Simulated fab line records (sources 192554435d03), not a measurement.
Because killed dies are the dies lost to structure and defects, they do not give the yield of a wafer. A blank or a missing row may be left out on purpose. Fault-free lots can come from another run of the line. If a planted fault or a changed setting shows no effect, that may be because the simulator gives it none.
Comparing a struck lot with a sound one	flow n5_finfet	16 out of 1938 route steps
Sound: the wafers L859.3, L859.5, L859.6. Wafers struck: L877.1, L877.2, L877.6. Last of all comes the cause.
Each step with rows lists, per side, the tool, then ch with its chambers, then its first start. Under that, the readings that differ: sound wafers	struck wafers	difference of the means	sigmas: that difference in standard deviations of wafers without a fault.
alike: words and numbers the same on both sides, and readings whose means are apart by under 2 such deviations; not compared: readings that were withheld, readings missing a value for some wafer, numbers with overlapping values and no deviation given by the record, and bounds like >300 which may hide the same value.
The two part at a step that has a row with sigmas, a row that says differs or no value, or rows on one side only. Numbers that don't overlap but have no deviation are shown without sigmas and don't part them. A reading missing from all wafers of one side parts the sides only when that side holds two or more wafers.

first, 1 step without rows for these wafers: N5_BEOL_M11_DEVELOP_10 (develop time 30 s).
N5_BEOL_M11_CD_MEAS_11 targets a cd of 64.1 nm.
  sound on cd_sem-03 ch 0, day 11 12:19; struck on cd_sem-02 ch 0, day 16 10:22
  alike: cd_nm
N5_BEOL_M11_OVL_MEAS_12:
  sound on overlay-01 ch 0, day 11 12:20; struck on overlay-02 ch 0, day 16 10:24
  alike: M11_OVL
N5_BEOL_M11_INSPECT_13: inspects for defects (brightfield).
  sound: defect_inspect-01 at day 11 12:22; struck: defect_inspect-02 at day 16 10:25
  alike: raw_defect_count
N5_BEOL_M11_DESCUM_16: chemistry O2, time 7.9 s.
  sound on rie_diel-06 ch 1,2, day 11 12:34; struck on rie_diel-03 ch 0,1, day 16 10:27
  alike: chamber_pressure_mTorr, drypump_motor_current_A, oes_product_au, rf_vpp_V, showerhead_plenum_p_Torr, throttle_valve_pct
  not compared: rf_hours_counter_h
N5_BEOL_M11_ETCH_61: etches SiARC in CF4, target depth 39 nm, time 65 s.
  sound on rie_diel-06 ch 1,2, day 11 12:36; struck on rie_diel-03 ch 0,1, day 16 10:29
  alike: chamber_pressure_mTorr, drypump_motor_current_A, etch_rf_on_time_s, oes_product_au, rf_vpp_V, showerhead_plenum_p_Torr, throttle_valve_pct
  not compared: rf_hours_counter_h
N5_BEOL_M11_ETCH_62: etches SOC in N2/H2, target depth 110 nm, overetch 22 nm, time 165 s.
  sound on rie_diel-06 ch 1,2, day 11 12:39; struck on rie_diel-03 ch 0,1, day 16 10:32
  alike: chamber_pressure_mTorr, drypump_motor_current_A, h2_flow_sccm, oes_product_au, rf_vpp_V, showerhead_plenum_p_Torr, throttle_valve_pct
  not compared: rf_hours_counter_h
then, 1 step without rows for these wafers: N5_BEOL_M11_STRIP_68 (strips in N2/H2).
N5_BEOL_M11_STRIP_67: strips in CF4.
  sound on rie_diel-06 ch 1,2, day 11 12:47; struck on rie_diel-03 ch 0,1, day 16 10:41
  alike: chamber_pressure_mTorr, drypump_motor_current_A, oes_product_au, rf_vpp_V, showerhead_plenum_p_Torr, throttle_valve_pct
  not compared: rf_hours_counter_h
then, 1 step without rows for these wafers: N5_BEOL_M11_HM_OPEN_17 (chemistry Cl2/BCl3, target TiN, target depth 20 nm, overetch 6 nm).
N5_BEOL_M11_STRIP_19: strips in O2.
  sound on rie_diel-03 ch 1,2,3, day 11 13:08; struck on rie_diel-02 ch 1,3, day 16 10:50
  alike: chamber_pressure_mTorr, drypump_motor_current_A, oes_product_au, rf_vpp_V, showerhead_plenum_p_Torr, throttle_valve_pct
  not compared: rf_hours_counter_h
N5_BEOL_M11_CD_MEAS_18: pitch 140 nm, target cd 70 nm.
  sound: cd_sem-03 at day 11 13:13; struck: cd_sem-01 at day 16 10:55
  alike: cd_nm
N5_BEOL_M11_COAT_63: time 60 s, resist thk 100 nm.
  sound on litho_track-01 ch 0, day 11 13:20; struck on litho_track-01 ch 0, day 16 11:00
reading	sound	struck	difference	sigmas
heater_power_total_W (W)	503.0 501.0 500.8	444.0 443.3 443.4	-58.0	-32
plate_temp_C (C)	250.32 250.14 250.06	228.21 228.11 228.32	-21.96	-99 or more
model.SOC_of_BEOL_M11_COAT_63.thk_nm (nm)	99.4 99.4 99.6	101.6 101.4 101.6	+2.1	
N5_BEOL_M11_COAT_64: time 60 s, resist thk 30 nm.
  sound: litho_track-01 ch 0; struck: litho_track-01 ch 0
reading	sound	struck	difference	sigmas
model.SOC_of_BEOL_M11_COAT_63.thk_nm (nm)	99.4 99.4 99.6	100.4 100.4 100.6	+1.0	
  alike: heater_power_total_W, plate_temp_C
then, 1 step without rows for these wafers: N5_BEOL_M11_COAT_22 (resist thk 90 nm).
N5_PASSIVATION_PROBE_49:
  sound: prober-02 at day 13 10:24; struck: prober-02 at day 18 07:01
  alike: defect_limited_yield, killed_at_M0_to_M3, killed_at_M4_up, killed_at_contacts, killed_at_front_end, killed_at_other, killed_dies, killed_open, killed_short, sort_bin_4_leakage, sort_bin_5_function, sort_bin_6_memory, sort_n_pass, sort_yield_pct

## WHERE THEY PART
Within this record, at N5_BEOL_M11_COAT_63 only. Later steps at which nothing parts them and some readings are alike: N5_BEOL_M11_COAT_64, N5_PASSIVATION_PROBE_49.

WHY: the cause the simulator had injected
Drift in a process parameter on litho_track-01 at N5_BEOL_M11_COAT_63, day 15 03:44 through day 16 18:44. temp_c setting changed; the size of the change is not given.
